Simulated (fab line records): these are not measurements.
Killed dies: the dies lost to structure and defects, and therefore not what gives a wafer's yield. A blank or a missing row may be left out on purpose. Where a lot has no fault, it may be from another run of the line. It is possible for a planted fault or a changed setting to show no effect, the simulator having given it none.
Matching of chambers ; flow nandHarc ; pecvd-04 running NHARC_P_M1_DEP_33: 3 sister chambers
The step deposits SiCN, target thk 30 nm. 6 wafers are shown with their chamber, then 9 later ones without.

## WAFERS PAIRED WITH THEIR CHAMBERS
wafer;chamber;heaterPowerW (W)
L086.4;2;585
L086.5;1;550
L086.6;0;547
L087.2;1;587
L087.3;0;586
L087.4;2;539

## WAFERS WHOSE CHAMBER IS MISSING
wafer;heaterPowerW (W)
L093.3;564
L093.4;502
L093.5;545
L095.4;625
L095.5;568
L095.6;499
L096.1;501
L096.3;629
L096.6;500

## THE CHAMBER EACH PASSED THROUGH
wafer;from the rows above;in truth
L093.3;can't be placed: 2 or 0 or 1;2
L093.4;can't be placed: 2 or 0 or 1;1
L093.5;can't be placed: 2 or 0 or 1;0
L095.4;can't be placed: 1 or 0 or 2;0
L095.5;can't be placed: 1 or 0 or 2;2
L095.6;can't be placed: 2 or 0 or 1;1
L096.1;can't be placed: 2 or 0 or 1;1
L096.3;can't be placed: 1 or 0 or 2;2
L096.6;can't be placed: 2 or 0 or 1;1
0 of 9 placed correctly. Not placeable from these rows: 9 (in 9, the candidates include the true chamber). Number placed wrongly: 0.
How it was worked out, from the rows above alone: a wafer's distance from a chamber is the root of the sum, over the readings, of the square of ((its reading less the chamber's mean) divided by the reading's scatter). The wafer belongs to the nearest chamber; if the next one is less than 2 further off, it can't be placed. For every chamber, the mean is computed from those of its wafers that are shown. The scatter: the root of (the sum of the squares of (reading less its chamber's mean) over the shown wafers, divided by (wafers less chambers)).
